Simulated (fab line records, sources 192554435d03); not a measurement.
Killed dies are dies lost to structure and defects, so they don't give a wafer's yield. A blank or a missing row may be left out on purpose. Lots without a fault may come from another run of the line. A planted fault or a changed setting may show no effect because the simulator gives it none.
fab line records | flow n5_finfet | part 1 of 2: steps 1 to 3 of 6
record lots=24 wafers=72 last_day=17
route steps=1938 shown BEOL_M4@1039
lots that met no fault: from a run of the same line without faults
start_h: hours from the record's first day to the start of the lot's first wafer shown | wait_h: hours since the lot's step before | " the same as in the row above | L1.1+2: a row that stands for several wafers | - no value, or no start given | * or withheld: withheld | < > ~ a bound
route shown NAME@n: a module of which the file shows steps, and the number in the route of the first | usual: mean/standard deviation of fault-free wafers | same: alike in all rows | chamber/n: place in a boat | sites: the reading at each site | _std_site: their standard deviation | _edge_site: outer sites' mean less inner sites' | radius_mm: how far each site lies from the wafer's centre | mask NAME#n: copy n | behind: the tool/chamber that last shaped the wafer | hold: why the lot was held/for how many hours/how that ended | device: the transistor (n, p or np) that didn't switch | end of line: the same wafers' tests at the end of the route | a step without rows: its recipe alone | killed: dies lost to structure and defects at the first sort, not the wafer's yield | map: a wafer's dies, x killed, . not, _ none there
set.NAME: the setting as run; set.NAME@STEP: as run at that earlier step | model.NAME: the simulator's own value behind a step, which no gauge read
steps of the route over a sample of lots; a table a step, a row a wafer
services: from which hour (start_h, from the record's first day; less than 0 if before it) a tool's chamber was out of use, for how many hours, and why
## steps
# step N5_BEOL_M4_ETCH_63
# recipe chemistry=CF4 target=SiARC target_depth_a=156 mask_material=CAR-EUV time_s=26 ion_energy_ev=80 pressure_mtorr=40 source_w=545 bias_w=36 Ar_flow_sccm=100 cf4_flow_sccm=100 ends=cleared
# usual drypump_motor_current_A=5.7/0.48 etch_rf_on_time_s=25.9/0.42 oes_product_au=0.65/0.051 rf_vpp_V=184.3/1.1 showerhead_plenum_p_Torr=2.16/0.041 throttle_valve_pct=15.72/0.24
# columns lot.wafer tool chamber start_h wait_h drypump_motor_current_A etch_rf_on_time_s oes_product_au rf_hours_counter_h rf_vpp_V showerhead_plenum_p_Torr throttle_valve_pct
L074.3 rie_diel-02 2 155.22 0.0 5.1 26.4 0.62 185 182.2 2.14 16.06
L074.5 " 2 " " 5.1 26.5 0.61 - 183.5 2.14 16.06
L074.6 " 1 " " 6.3 26.0 0.60 - 184.7 2.12 15.46
L075.3 rie_diel-02 3 155.46 0.0 5.9 25.6 0.66 116 185.4 2.15 15.90
L075.4 " 0 " " 6.5 25.4 0.74 50 186.4 2.25 15.54
L075.6 " 1 " " 6.3 26.3 0.60 - 183.3 2.12 15.47
L076.3 rie_diel-06 3 170.30 0.0 5.7 25.6 0.70 88 185.8 2.17 15.68
L076.4 " 2 " " 5.5 26.2 0.66 113 183.9 2.16 15.52
L076.6 " 3 " " 5.7 25.8 0.70 - 183.4 2.17 15.68
L077.2 rie_diel-06 3 171.26 0.0 5.7 25.4 0.72 88 184.4 2.17 15.67
L077.5 " 3 " " 5.7 25.5 0.71 - 184.1 2.17 15.70
L077.6 " 2 " " 5.5 26.2 0.67 - 183.8 2.16 15.54
L078.1 rie_diel-06 0 185.83 0.0 6.4 26.3 0.60 204 183.4 2.12 15.96
L078.3 " 2 " " 5.5 26.3 0.66 119 182.9 2.15 15.53
L078.6 " 0 " " 6.4 26.5 0.59 - 183.4 2.12 15.98
L080.1 rie_diel-05 0 188.62 0.0 5.5 25.1 0.67 123 182.9 2.15 15.86
L080.2 " 3 " " 5.5 26.1 0.69 95 185.6 2.24 15.39
L080.4 " 2 " " 4.9 26.4 0.62 188 184.4 2.21 15.40
L079.1 rie_diel-05 2 192.20 0.0 4.9 26.3 0.62 189 184.9 2.21 15.43
L079.3 " 3 " " 5.4 25.9 0.70 96 186.1 2.24 15.40
L079.5 " 1 " " 6.2 25.7 0.70 - 185.6 2.17 15.69
L081.2 rie_diel-02 2 199.55 0.0 5.1 26.5 0.61 195 184.7 2.14 16.10
L081.5 " 3 " " 5.8 25.4 0.66 - 182.8 2.15 15.92
L081.6 " 2 " " 5.1 26.4 0.61 - 182.8 2.14 16.08
L082.1 rie_diel-02 2 201.93 0.0 5.1 26.5 0.61 195 184.7 2.14 16.07
L082.2 " 0 " " 6.5 25.5 0.74 62 185.6 2.24 15.56
L082.3 " 3 " " 5.9 25.8 0.65 127 183.1 2.15 15.91
L083.3 rie_diel-06 1 211.43 0.0 5.7 25.6 0.59 216 184.6 2.20 15.80
L083.4 " 0 " " 6.4 25.8 0.60 - 185.4 2.12 16.00
L083.5 " 1 " " 5.7 25.5 0.59 - 184.9 2.20 15.79
L084.3 rie_diel-05 3 224.19 0.0 5.5 26.3 0.69 108 185.4 2.24 15.40
L084.4 " 1 " " 6.2 25.9 0.69 101 185.4 2.16 15.71
L084.6 " 2 " " 4.9 26.3 0.61 - 185.4 2.21 15.46
L086.2 rie_diel-02 2 226.08 0.0 5.1 26.4 0.61 204 182.8 2.14 16.09
L086.3 " 3 " " 5.9 25.5 0.64 136 185.0 2.15 15.95
L086.5 " 3 " " 5.9 25.4 0.65 - 185.9 2.15 15.95
L085.2 rie_diel-02 0 230.49 0.0 6.5 25.4 0.72 74 185.2 2.24 15.57
L085.4 " 3 " " 5.8 25.4 0.64 - 185.0 2.14 15.95
L085.5 " 1 " " 6.3 26.0 0.59 - 182.6 2.11 15.53
L087.3 rie_diel-05 1 236.55 0.0 6.2 25.7 0.69 106 184.5 2.16 15.73
L087.4 " 2 " " 4.9 26.3 0.60 206 185.6 2.20 15.45
L087.5 " 2 " " 4.9 26.2 0.61 - 183.2 2.20 15.45
L088.1 rie_diel-05 0 240.29 0.0 5.5 24.7 0.66 142 184.5 2.15 15.93
L088.3 " 3 " " 5.5 26.1 0.68 113 186.4 2.24 15.42
L088.5 " 3 " " 5.4 26.0 0.69 - 185.1 2.24 15.43
L089.1 rie_diel-06 3 242.96 0.0 5.7 25.7 0.69 110 184.3 2.16 15.74
L089.5 " 3 " " 5.7 25.8 0.69 - 184.9 2.16 15.72
L089.6 " 2 " " 5.5 26.3 0.64 - 183.7 2.15 15.59
L090.2 rie_diel-06 2 251.24 0.0 5.5 26.1 0.64 145 184.7 2.15 15.59
L090.5 " 2 " " 5.5 26.4 0.64 - 184.8 2.15 15.59
L090.6 " 3 " " 5.7 25.9 0.69 - 183.5 2.16 15.73
L091.1 rie_diel-05 0 263.82 0.0 5.5 25.0 0.65 151 184.7 2.14 15.93
L091.2 " 2 " " 4.9 26.3 0.61 217 186.7 2.20 15.46
L091.6 " 2 " " 4.9 26.2 0.61 - 183.5 2.20 15.46
L092.1 rie_diel-06 2 265.09 0.0 5.5 26.3 0.64 150 184.5 2.14 15.60
L092.3 " 1 " " 5.7 25.7 0.59 235 185.3 2.20 15.84
L092.4 " 0 " " 6.4 26.2 0.58 235 185.1 2.11 16.04
L093.2 rie_diel-06 1 270.38 0.0 5.7 25.5 0.59 237 186.3 2.20 15.83
L093.4 " 0 " " 6.4 26.0 0.59 236 185.4 2.11 16.04
L093.5 " 0 " " 6.4 25.8 0.59 - 183.4 2.11 16.03
L094.1 rie_diel-06 1 276.73 0.0 5.7 25.5 0.58 239 184.4 2.20 15.85
L094.2 " 3 " " 5.7 25.8 0.68 121 183.9 2.15 15.76
L094.3 " 0 " " 6.4 26.0 0.57 238 182.7 2.11 16.03
L095.2 rie_diel-02 3 280.08 0.0 5.9 25.5 0.63 157 182.0 2.14 15.99
L095.3 " 0 " " 6.5 25.5 0.70 94 185.3 2.23 15.61
L095.5 " 2 " " 5.1 26.6 0.59 - 183.7 2.13 16.11
L096.2 rie_diel-02 3 288.91 0.0 5.9 25.7 0.63 160 183.5 2.14 16.00
L096.4 " 0 " " 6.5 25.8 0.69 97 186.0 2.23 15.64
L096.5 " 1 " " 6.3 25.8 0.82 - 183.0 2.10 15.03
L097.1 rie_diel-06 2 288.98 0.0 5.5 26.1 0.63 157 183.3 2.14 15.60
L097.3 " 0 " " 6.4 26.1 0.58 242 181.9 2.11 16.03
L097.5 " 1 " " 5.7 25.4 0.58 - 185.4 2.19 15.85
# step N5_BEOL_M4_DESCUM_33
# recipe chemistry=O2 time_s=7 source_power_w=50 bias_power_w=20 pressure_mtorr=20 rf_frequency_hz=2.712e+07 temp_c=40 resist=CAR-EUV o2_flow_sccm=225
# usual drypump_motor_current_A=5.8/0.49 oes_product_au=0.76/0.063 rf_vpp_V=243.7/1 showerhead_plenum_p_Torr=2.13/0.051 temp_c=39.99/0.1 throttle_valve_pct=20.56/0.28
# columns lot.wafer tool chamber start_h wait_h drypump_motor_current_A oes_product_au rf_hours_counter_h rf_vpp_V showerhead_plenum_p_Torr temp_c throttle_valve_pct
L074.3 rie_diel-05 3 156.23 0.0 5.4 0.83 81 245.2 2.23 40.00 20.36
L074.5 " 3 " " 5.5 0.83 - 244.9 2.23 39.83 20.37
L074.6 " 2 " " 4.9 0.74 - 244.0 2.17 40.18 20.14
L075.3 rie_diel-05 2 156.47 0.0 4.9 0.74 178 243.4 2.17 40.10 20.14
L075.4 " 1 " " 6.2 0.85 73 243.9 2.13 40.01 20.61
L075.6 " 0 " " 5.5 0.80 - 243.2 2.11 39.88 20.70
L076.3 rie_diel-06 2 171.44 0.2 5.5 0.79 114 242.2 2.09 40.04 20.24
L076.4 " 0 " " 6.4 0.70 199 243.3 2.08 39.91 20.87
L076.6 " 1 " " 5.7 0.70 - 243.7 2.17 40.13 20.63
L077.2 rie_diel-05 0 173.14 0.9 5.5 0.79 118 243.2 2.11 39.92 20.70
L077.5 " 1 " " 6.2 0.84 - 243.1 2.12 39.91 20.60
L077.6 " 0 " " 5.5 0.79 - 243.0 2.11 40.04 20.72
L078.1 rie_diel-06 2 186.75 0.0 5.5 0.78 119 243.7 2.09 40.03 20.25
L078.3 " 3 " " 5.7 0.82 94 242.5 2.12 40.05 20.63
L078.6 " 1 " " 5.7 0.70 - 243.8 2.17 39.92 20.62
L080.1 rie_diel-05 3 189.46 0.0 5.4 0.81 95 244.6 2.23 40.15 20.39
L080.2 " 0 " " 5.5 0.78 123 243.6 2.11 39.94 20.71
L080.4 " 1 " " 6.2 0.83 89 242.0 2.12 40.04 20.63
L079.1 rie_diel-02 0 193.29 0.1 6.5 0.86 58 246.0 2.20 39.97 20.35
L079.3 " 3 " " 5.9 0.74 124 243.7 2.10 39.95 20.75
L079.5 " 2 " " 5.1 0.72 - 243.6 2.09 40.02 20.97
L081.2 rie_diel-06 2 200.59 0.1 5.5 0.77 125 241.6 2.09 39.98 20.25
L081.5 " 1 " " 5.7 0.69 - 244.9 2.17 39.96 20.64
L081.6 " 0 " " 6.4 0.70 - 243.9 2.08 40.03 20.90
L082.1 rie_diel-05 1 202.88 0.0 6.2 0.82 94 244.5 2.12 39.94 20.64
L082.2 " 0 " " 5.5 0.78 129 243.9 2.11 39.93 20.72
L082.3 " 3 " " 5.5 0.81 101 244.8 2.22 40.00 20.40
L083.3 rie_diel-06 1 212.26 0.0 5.7 0.68 216 243.9 2.17 39.67 20.65
L083.4 " 2 " " 5.5 0.77 - 244.2 2.09 40.05 20.27
L083.5 " 1 " " 5.7 0.69 - 243.8 2.17 39.87 20.63
L084.3 rie_diel-05 0 225.18 0.2 5.5 0.77 136 243.4 2.10 40.13 20.72
L084.4 " 2 " " 4.9 0.73 202 244.7 2.17 39.87 20.19
L084.6 " 2 " " 4.9 0.73 - 244.2 2.17 39.75 20.20
L086.2 rie_diel-06 0 227.19 0.0 6.4 0.70 222 242.1 2.08 39.91 20.91
L086.3 " 2 " " 5.5 0.76 136 243.1 2.09 40.00 20.30
L086.5 " 0 " " 6.4 0.69 - 242.6 2.08 40.04 20.91
L085.2 rie_diel-06 2 231.60 0.0 5.5 0.76 138 243.3 2.08 40.05 20.29
L085.4 " 1 " " 5.7 0.68 225 243.9 2.16 39.91 20.66
L085.5 " 3 " " 5.7 0.81 - 242.9 2.12 39.97 20.65
L087.3 rie_diel-02 3 237.56 0.1 5.9 0.74 141 244.0 2.10 39.89 20.79
L087.4 " 1 " " 6.3 0.69 - 244.8 2.05 40.04 20.20
L087.5 " 3 " " 5.9 0.74 - 242.5 2.10 39.98 20.79
L088.1 rie_diel-02 1 241.27 0.0 6.3 0.69 246 244.4 2.05 40.01 20.21
L088.3 " 2 " " 5.1 0.70 204 242.4 2.09 40.11 21.01
L088.5 " 0 " " 6.5 0.83 - 246.3 2.19 39.87 20.36
L089.1 rie_diel-02 1 244.10 0.0 6.2 0.69 246 241.9 2.05 39.97 20.23
L089.5 " 2 " " 5.1 0.71 - 243.3 2.09 39.95 21.01
L089.6 " 3 " " 5.9 0.74 - 244.1 2.10 39.99 20.78
L090.2 rie_diel-06 3 252.43 0.3 5.7 0.81 113 242.8 2.11 39.86 20.64
L090.5 " 0 " " 6.4 0.69 - 243.1 2.07 39.95 20.92
L090.6 " 1 " " 5.7 0.68 - 243.4 2.16 39.94 20.67
L091.1 rie_diel-02 3 264.65 0.0 5.9 0.73 151 243.0 2.10 40.13 20.80
L091.2 " 2 " " 5.1 0.70 214 243.0 2.09 39.99 21.00
L091.6 " 0 " " 6.5 0.81 - 245.3 2.19 39.90 20.40
L092.1 rie_diel-05 3 265.91 0.0 5.5 0.79 123 245.7 2.22 39.97 20.42
L092.3 " 1 " " 6.2 0.80 118 244.2 2.11 39.95 20.68
L092.4 " 0 " " 5.5 0.75 152 244.6 2.10 40.09 20.76
L093.2 rie_diel-05 0 271.20 0.0 5.5 0.75 154 241.4 2.10 40.09 20.76
L093.4 " 2 " " 4.9 0.71 219 243.5 2.16 39.96 20.19
L093.5 " 1 " " 6.2 0.79 - 242.8 2.11 40.18 20.68
L094.1 rie_diel-06 3 277.55 0.0 5.7 0.79 121 244.2 2.11 40.01 20.68
L094.2 " 2 " " 5.5 0.75 154 243.7 2.08 39.80 20.31
L094.3 " 0 " " 6.4 0.68 238 242.0 2.07 39.70 20.93
L095.2 rie_diel-05 1 280.90 0.0 6.2 0.80 124 243.3 2.11 39.94 20.68
L095.3 " 0 " " 5.5 0.75 157 243.0 2.10 39.86 20.79
L095.5 " 3 " " 5.5 0.78 - 245.7 2.21 40.02 20.45
L096.2 rie_diel-02 0 289.74 0.0 6.6 0.82 98 244.1 2.18 39.98 20.41
L096.4 " 1 " " 6.3 0.97 7 243.3 2.04 40.11 19.78
L096.5 " 0 " " 6.6 0.81 - 245.8 2.18 39.93 20.41
L097.1 rie_diel-02 2 289.85 0.1 5.1 0.69 223 243.5 2.08 40.05 21.02
L097.3 " 1 " " 6.3 0.95 7 243.3 2.04 40.13 19.78
L097.5 " 2 " " 5.1 0.69 - 240.9 2.08 40.08 21.03
# step N5_BEOL_M4_STRIP_36
# recipe chemistry=N2/H2 power_w=450 temp_c=40 pressure_mtorr=20 rf_frequency_hz=6e+07 overash_fraction=0.3 bias_power_w=7 h2_frac=0.5 n2_flow_sccm=200 h2_flow_sccm=200
# usual drypump_motor_current_A=5.9/0.5 h2_flow_sccm=199.9/0.54 oes_product_au=0.77/0.071 rf_vpp_V=59.2/1.5 showerhead_plenum_p_Torr=2.57/0.064 temp_c=40.00/0.11 throttle_valve_pct=23.77/0.3
# columns lot.wafer tool chamber start_h wait_h drypump_motor_current_A h2_flow_sccm oes_product_au rf_hours_counter_h rf_vpp_V showerhead_plenum_p_Torr temp_c throttle_valve_pct
L074.3 rie_diel-06 2 161.31 0.0 5.5 199.6 0.78 108 57.6 2.56 40.23 23.55
L074.5 " 3 " " 5.7 200.2 0.83 - 57.9 2.56 39.85 23.80
L074.6 " 2 " " 5.5 198.7 0.79 - 60.8 2.56 40.08 23.59
L075.3 rie_diel-06 0 161.68 0.0 6.4 199.9 0.71 193 59.6 2.51 40.05 24.28
L075.4 " 2 " " 5.5 198.7 0.78 - 56.9 2.56 40.03 23.56
L075.6 " 0 " " 6.4 200.2 0.71 - 58.4 2.51 40.29 24.28
L076.3 rie_diel-06 3 175.43 0.0 5.7 199.6 0.82 90 56.5 2.56 40.02 23.78
L076.4 " 2 " " 5.5 200.4 0.79 115 60.1 2.56 40.11 23.59
L076.6 " 0 " " 6.4 199.6 0.70 - 56.9 2.51 40.28 24.29
L077.2 rie_diel-05 1 178.45 0.0 6.2 200.0 0.83 84 61.6 2.56 39.85 23.99
L077.5 " 1 " " 6.2 200.1 0.84 - 59.1 2.56 40.05 23.98
L077.6 " 2 " " 4.9 200.2 0.74 - 59.9 2.64 39.81 23.39
L078.1 rie_diel-05 1 187.62 0.0 6.2 199.0 0.85 88 58.7 2.56 40.10 23.99
L078.3 " 3 " " 5.5 200.8 0.82 95 60.1 2.66 39.79 23.46
L078.6 " 0 " " 5.5 200.1 0.79 - 57.4 2.54 40.02 23.54
L080.1 rie_diel-02 1 191.86 0.0 6.3 200.6 0.70 226 59.5 2.52 40.01 23.54
L080.2 " 2 " " 5.1 200.2 0.71 192 60.9 2.51 40.13 23.91
L080.4 " 0 " " 6.5 200.0 0.87 58 57.5 2.71 39.92 23.88
L079.1 rie_diel-02 1 195.09 0.0 6.3 199.7 0.69 228 60.4 2.52 39.96 23.54
L079.3 " 0 " " 6.5 199.5 0.84 59 60.0 2.71 39.98 23.85
L079.5 " 3 " " 5.9 199.4 0.75 - 56.7 2.55 40.05 24.00
L081.2 rie_diel-06 3 201.09 0.0 5.7 200.4 0.81 100 60.8 2.55 39.96 23.83
L081.5 " 0 " " 6.4 200.1 0.70 - 58.9 2.51 40.09 24.26
L081.6 " 3 " " 5.7 200.2 0.83 - 61.0 2.55 40.15 23.82
L082.1 rie_diel-02 0 204.46 0.0 6.5 200.2 0.86 63 58.0 2.70 39.99 23.85
L082.2 " 3 " " 5.9 199.0 0.75 128 58.9 2.55 40.13 23.99
L082.3 " 1 " " 6.3 199.7 0.69 231 61.9 2.52 40.12 23.54
L083.3 rie_diel-05 3 218.02 0.0 5.5 199.5 0.80 106 57.5 2.65 39.99 23.44
L083.4 " 1 " " 6.2 200.4 0.81 99 59.6 2.56 39.87 24.01
L083.5 " 1 " " 6.2 199.9 0.81 - 61.3 2.56 39.92 24.00
L084.3 rie_diel-05 0 225.93 0.0 5.5 199.9 0.76 137 59.7 2.53 40.02 23.58
L084.4 " 3 " " 5.5 199.7 0.79 109 59.1 2.65 39.97 23.45
L084.6 " 0 " " 5.5 200.6 0.76 - 58.2 2.53 39.80 23.58
L086.2 rie_diel-02 0 228.60 0.0 6.5 200.1 0.84 73 62.1 2.70 40.29 23.88
L086.3 " 3 " " 5.9 200.1 0.74 137 61.4 2.54 40.04 24.03
L086.5 " 1 " " 6.3 199.5 0.69 - 58.4 2.51 40.20 23.58
L085.2 rie_diel-06 1 232.34 0.0 5.7 199.9 0.68 226 60.5 2.61 39.88 23.49
L085.4 " 3 " " 5.7 200.5 0.81 106 58.9 2.55 39.73 23.85
L085.5 " 3 " " 5.7 200.5 0.80 - 59.4 2.55 39.97 23.84
L087.3 rie_diel-06 0 242.03 0.0 6.4 199.2 0.69 227 58.6 2.50 40.18 24.30
L087.4 " 1 " " 5.7 200.0 0.67 227 57.6 2.61 40.15 23.48
L087.5 " 3 " " 5.7 200.2 0.80 - 57.2 2.55 40.10 23.83
L088.1 rie_diel-02 0 250.37 0.0 6.5 200.0 0.84 81 58.5 2.70 39.87 23.89
L088.3 " 3 " " 5.9 200.1 0.74 144 60.5 2.54 40.05 24.04
L088.5 " 1 " " 6.3 200.1 0.68 - 56.4 2.51 40.17 23.57
L089.1 rie_diel-05 0 253.05 0.0 5.5 199.7 0.75 147 57.6 2.53 40.10 23.56
L089.5 " 1 " " 6.2 199.5 0.80 - 56.8 2.55 39.93 24.00
L089.6 " 0 " " 5.5 199.7 0.74 - 60.9 2.53 39.92 23.60
L090.2 rie_diel-06 0 253.56 0.0 6.4 199.7 0.69 231 58.5 2.50 39.89 24.31
L090.5 " 1 " " 5.7 199.6 0.67 - 60.4 2.60 39.96 23.50
L090.6 " 2 " " 5.5 200.9 0.75 - 60.6 2.55 39.91 23.62
L091.1 rie_diel-02 2 269.31 0.0 5.1 199.4 0.69 216 58.4 2.50 39.97 23.94
L091.2 " 0 " " 6.5 200.6 0.81 90 58.6 2.69 40.03 23.90
L091.6 " 0 " " 6.5 200.5 0.82 - 59.0 2.69 39.95 23.91
L092.1 rie_diel-02 2 272.78 0.0 5.1 200.2 0.69 217 61.9 2.50 40.05 23.96
L092.3 " 0 " " 6.5 200.3 0.83 91 58.0 2.69 39.95 23.89
L092.4 " 3 " " 5.9 200.7 0.73 155 61.1 2.54 40.04 24.03
L093.2 rie_diel-02 2 275.70 0.0 5.1 200.6 0.70 218 61.1 2.50 39.99 23.92
L093.4 " 0 " " 6.6 200.0 0.81 92 59.5 2.69 39.99 23.92
L093.5 " 3 " " 5.9 199.8 0.73 - 57.7 2.54 39.84 24.07
L094.1 rie_diel-05 0 279.13 0.0 5.5 200.3 0.75 157 58.2 2.52 39.95 23.62
L094.2 " 2 " " 4.9 200.1 0.72 222 60.0 2.62 39.82 23.45
L094.3 " 1 " " 6.2 199.6 0.79 124 60.0 2.55 39.92 24.05
L095.2 rie_diel-02 3 284.34 0.0 5.9 199.5 0.72 159 60.6 2.53 39.81 24.02
L095.3 " 0 " " 6.6 200.1 0.81 96 59.5 2.69 39.83 23.91
L095.5 " 1 " " 6.2 199.5 0.97 - 59.8 2.50 39.89 23.11
L096.2 rie_diel-02 0 295.55 0.0 6.5 199.9 0.80 100 59.5 2.69 39.95 23.89
L096.4 " 1 " " 6.3 200.3 0.93 10 56.7 2.50 40.15 23.09
L096.5 " 2 " " 5.1 199.7 0.69 - 58.1 2.50 40.02 23.96
L097.1 rie_diel-02 0 299.51 0.0 6.5 199.6 0.82 102 57.7 2.69 40.06 23.91
L097.3 " 1 " " 6.3 200.0 0.94 11 58.6 2.50 39.96 23.11
L097.5 " 0 " " 6.5 200.3 0.81 - 57.8 2.69 40.05 23.90
